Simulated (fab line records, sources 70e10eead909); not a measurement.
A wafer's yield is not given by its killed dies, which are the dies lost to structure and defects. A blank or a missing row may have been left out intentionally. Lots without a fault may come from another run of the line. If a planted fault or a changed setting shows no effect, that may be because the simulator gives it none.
Chamber matching || flow nand-harc || NHARC_P_GATE_DEP_103 on pecvd-02 has 3 sister chambers
The step deposits SiON, target thk 30 nm. 6 wafers are shown with their chamber, then 8 later ones without.

## WAFERS WITH THEIR CHAMBER
{"wafer": "L089.3", "chamber": 2, "rf-fwd-power-W (W)": 347.4, "heater-power-w (W)": 764}
{"wafer": "L089.6", "chamber": 0, "rf-fwd-power-W (W)": 346.8, "heater-power-w (W)": 850}
{"wafer": "L090.1", "chamber": 1, "rf-fwd-power-W (W)": 348.6, "heater-power-w (W)": 739}
{"wafer": "L090.4", "chamber": 0, "rf-fwd-power-W (W)": 348.7, "heater-power-w (W)": 872}
{"wafer": "L090.5", "chamber": 2, "rf-fwd-power-W (W)": 348.5, "heater-power-w (W)": 768}
{"wafer": "L091.2", "chamber": 1, "rf-fwd-power-W (W)": 347.7, "heater-power-w (W)": 748}

## WAFERS WITH NO CHAMBER GIVEN
{"wafer": "L091.3", "rf-fwd-power-W (W)": 346.9, "heater-power-w (W)": 855}
{"wafer": "L091.4", "rf-fwd-power-W (W)": 348.3, "heater-power-w (W)": 733}
{"wafer": "L094.1", "rf-fwd-power-W (W)": 347.4, "heater-power-w (W)": 747}
{"wafer": "L094.4", "rf-fwd-power-W (W)": 348.4, "heater-power-w (W)": 693}
{"wafer": "L094.5", "rf-fwd-power-W (W)": 347.5, "heater-power-w (W)": 763}
{"wafer": "L095.1", "rf-fwd-power-W (W)": 348.1, "heater-power-w (W)": 883}
{"wafer": "L095.3", "rf-fwd-power-W (W)": 347.5, "heater-power-w (W)": 730}
{"wafer": "L095.4", "rf-fwd-power-W (W)": 348.0, "heater-power-w (W)": 749}

## WHICH CHAMBER EACH WENT THROUGH
{"wafer": "L091.3", "from the rows above": 0, "in truth": 0}
{"wafer": "L091.4", "from the rows above": 1, "in truth": 1}
{"wafer": "L094.1", "from the rows above": "can't be placed: 1 or 2", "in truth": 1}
{"wafer": "L094.4", "from the rows above": 1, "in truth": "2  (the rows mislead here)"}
{"wafer": "L094.5", "from the rows above": "can't be placed: 2 or 1", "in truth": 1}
{"wafer": "L095.1", "from the rows above": 0, "in truth": 0}
{"wafer": "L095.3", "from the rows above": 1, "in truth": 1}
{"wafer": "L095.4", "from the rows above": "can't be placed: 1 or 2", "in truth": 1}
Correctly placed: 4 of 8. Can't be placed from these rows: 3 (the true chamber is among the candidates in 3). Placed wrongly: 1.
How it was worked out, from the rows above alone: a wafer's distance from a chamber is the root of the sum, over the readings, of the square of ((its reading less the chamber's mean) divided by the reading's scatter). The wafer belongs to the nearest chamber; if the next one is less than 2 further off, it can't be placed. The mean given for a chamber averages the wafers shown for that chamber. The scatter is the square root of a quotient: the sum, over the shown wafers, of each reading's squared deviation from its chamber's mean, divided by wafers minus chambers.
